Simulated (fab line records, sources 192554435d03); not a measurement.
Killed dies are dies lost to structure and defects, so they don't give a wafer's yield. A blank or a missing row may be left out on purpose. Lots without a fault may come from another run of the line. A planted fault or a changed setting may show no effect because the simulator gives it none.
Split-lot experiment | flow n5_finfet | 7 lots, 21 wafers read, on a route of 1938 steps

THE SPLIT
At N5_BEOL_M7_PECVD_70 (deposits SiO2 from TEOS/O2, target thk 20 nm, time 22.7 s), the setting temp_c was moved away from the recipe's 400 C on 11 of the 21 wafers read, by -4.5% to +4.1%. The other wafers ran this setting at the recipe's value.

FROM THE SPLIT TO THE READING: what the file shows between them, 8 steps
- N5_BEOL_M7_HM_DEP_02: deposits TiN, target thk 20 nm (also split here: target_thk_a)
- N5_BEOL_M7_COAT_59: time 60 s, resist thk 100 nm
- N5_BEOL_M7_COAT_60: time 60 s, resist thk 35 nm
- N5_BEOL_M7_STRIP_68: strips in N2/H2
- N5_BEOL_M7_STRIP_67: strips in CF4
- N5_BEOL_M7_HM_OPEN_17: chemistry Cl2/BCl3, target TiN, target depth 20 nm, overetch 6 nm
- N5_BEOL_M7_STRIP_19: strips in O2
- N5_BEOL_M7_STRIP_80: strips in N2/H2, time 10 s

THE READING
SiO2_of_BEOL_M7_PECVD_70.thk_nm (the simulator's own value, which no gauge read), in nm, at N5_BEOL_M7_HM_STRIP_39 (strips TiN in peroxide tin strip, target depth 25 nm, time 158 s). The file gives no usual value for it. The 10 wafers here that ran the recipe average 19.8 nm, standard deviation 0.33 nm.

wafer  | tool, chamber at the split | temp_c as run, C | against the recipe | SiO2_of_BEOL_M7_PECVD_70.thk_nm, nm | against lot-mates on the recipe
L074.1 | pecvd-01, 2,1              | 400              | recipe             | 19.8                                | -
L074.2 | pecvd-01, 2,1              | 400              | recipe             | 19.8                                | -
L074.5 | pecvd-01, 0                | 400              | recipe             | 19.4                                | -
L078.1 | pecvd-04, 1                | 400              | recipe             | 19.6                                | -
L078.3 | pecvd-04, 0                | 382.1            | -4.5%              | 22                                  | +2.4
L078.6 | pecvd-04, 2                | 382.1            | -4.5%              | 22.6                                | +3.0
L080.1 | pecvd-01, 1                | 406              | +1.5%              | 18.6                                | -1.6
L080.4 | pecvd-01, 0                | 400              | recipe             | 20.2                                | -
L080.5 | pecvd-01, 1                | 406              | +1.5%              | 19                                  | -1.2
L083.3 | pecvd-01, 0                | 414.1            | +3.5%              | 18.2                                | no lot-mate on the recipe
L083.5 | pecvd-01, 0                | 414.1            | +3.5%              | 18.4                                | no lot-mate on the recipe
L083.6 | pecvd-01, 1                | 414.1            | +3.5%              | 18                                  | no lot-mate on the recipe
L085.1 | pecvd-01, 1                | 400              | recipe             | 19.4                                | -
L085.5 | pecvd-01, 1                | 400              | recipe             | 19.6                                | -
L085.6 | pecvd-01, 1                | 392.2            | -2.0%              | 20.8                                | +1.3
L088.2 | pecvd-04, 1                | 400              | recipe             | 20.4                                | -
L088.5 | pecvd-04, 0                | 416.3            | +4.1%              | 18                                  | -2.4
L088.6 | pecvd-04, 2                | 416.3            | +4.1%              | 18.2                                | -2.2
L097.1 | pecvd-04, 2                | 400              | recipe             | 20                                  | -
L097.2 | pecvd-04, 0                | 382.4            | -4.4%              | 21.8                                | +1.7
L097.6 | pecvd-04, 1                | 400              | recipe             | 20.2                                | -
Where a row lists several chambers, the file gives one row for several wafers and doesn't say which wafer went through which chamber.

THE FIT
A straight line over all 21 wafers: SiO2_of_BEOL_M7_PECVD_70.thk_nm changes by -0.487 nm for each +1% of temp_c; r = -0.97; the points scatter about the line by 0.32 nm.
The same after taking each lot's own level away (the mean of its wafers on the recipe; 18 wafers): -0.569 nm for each +1%; r = -0.98; scatter 0.32 nm.
On that fit, the largest move of temp_c shifts the reading by 2.5 nm.
The lots' own levels span 19.50 to 20.40 nm, that is 2.7 times the standard deviation above.
So the lot-to-lot level changes the slope: the two fits differ.
Check: with one of the wafers moved furthest among these (-4.5%) left out of the fit, the line predicts +2.49 nm for it against its lot-mates. It came out at +2.4 nm against them.

OTHER SPLITS ON THESE WAFERS
These wafers also went through other splits before the reading. Each is held against what the fit with the lots' levels taken away leaves over:
other split on the same wafers    | wafers away from the commonest value | r with SiO2_of_BEOL_M7_PECVD_70.thk_nm (lot level and that fit taken away)
N5_BEOL_M6_TRENCH_ETCH_37 time_s  | 8                                    | -0.36
N5_BEOL_M7_HM_DEP_02 target_thk_a | 5                                    | +0.14

THE WHOLE CHAIN: every reading that the file lists as answering this split, in the file's order
step                   | what it does                                                     | reading                                                                          | change (the file's fit)               | r (the file's)
N5_BEOL_M7_PECVD_70    | deposits SiO2 from TEOS/O2, target thk 20 nm, time 22.7 s        | SiO2_of_BEOL_M7_PECVD_70.thk_nm (the simulator's own value, which no gauge read) | -0.525 nm for each +1% of the setting | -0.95
N5_BEOL_M7_HM_STRIP_39 | strips TiN in peroxide tin strip, target depth 25 nm, time 158 s | SiO2_of_BEOL_M7_PECVD_70.thk_nm (the simulator's own value, which no gauge read) | -0.541 nm for each +1% of the setting | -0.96

THE FILE'S OWN FIT
SiO2_of_BEOL_M7_PECVD_70.thk_nm changes by -0.541 nm for each +1% of temp_c, r = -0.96.
